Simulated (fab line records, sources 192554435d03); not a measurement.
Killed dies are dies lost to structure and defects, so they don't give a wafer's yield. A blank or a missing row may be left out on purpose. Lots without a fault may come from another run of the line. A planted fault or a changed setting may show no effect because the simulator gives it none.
Chamber matching | flow n5_finfet | N5_FIN_SAQP_STRIP_55 on rie_diel-04: 4 sister chambers
The step strips in N2/H2. 8 wafers are shown with their chamber, then 10 later ones without.

WAFERS WITH THEIR CHAMBER
wafer  | chamber | throttle_valve_pct (%) | drypump_motor_current_A (A)
L076.3 | 0       | 18.6                   | 5.1
L082.5 | 0       | 18.7                   | 5.1
L086.1 | 3       | 19.5                   | 5.9
L088.2 | 3       | 19.5                   | 5.9
L088.3 | 1       | 19.4                   | 6.5
L088.5 | 2       | 18.2                   | 5.4
L089.1 | 1       | 19.4                   | 6.5
L089.3 | 2       | 18.2                   | 5.5

WAFERS WITHOUT THEIR CHAMBER
wafer  | throttle_valve_pct (%) | drypump_motor_current_A (A)
L089.4 | 19.5                   | 5.9
L090.4 | 18.2                   | 5.4
L090.5 | 19.5                   | 5.9
L090.6 | 18.2                   | 5.4
L093.2 | 18.7                   | 5.1
L093.3 | 18.2                   | 5.4
L093.5 | 19.4                   | 6.6
L096.1 | 18.2                   | 5.4
L096.5 | 18.2                   | 5.4
L096.6 | 18.7                   | 5.1

WHICH CHAMBER EACH WENT THROUGH
wafer  | from the rows above | in truth
L089.4 | 3                   | 3
L090.4 | 2                   | 2
L090.5 | 3                   | 3
L090.6 | 2                   | 2
L093.2 | 0                   | 0
L093.3 | 2                   | 2
L093.5 | 1                   | 1
L096.1 | 2                   | 2
L096.5 | 2                   | 2
L096.6 | 0                   | 0
Placed correctly: 10 of 10. Can't be placed from these rows: 0. Placed wrongly: 0.
How it was worked out, from the rows above alone: a wafer's distance from a chamber is the root of the sum, over the readings, of the square of ((its reading less the chamber's mean) divided by the reading's scatter). The wafer belongs to the nearest chamber; if the next one is less than 2 further off, it can't be placed. A chamber's mean is the mean of its shown wafers. The scatter: the root of (the sum of the squares of (reading less its chamber's mean) over the shown wafers, divided by (wafers less chambers)).
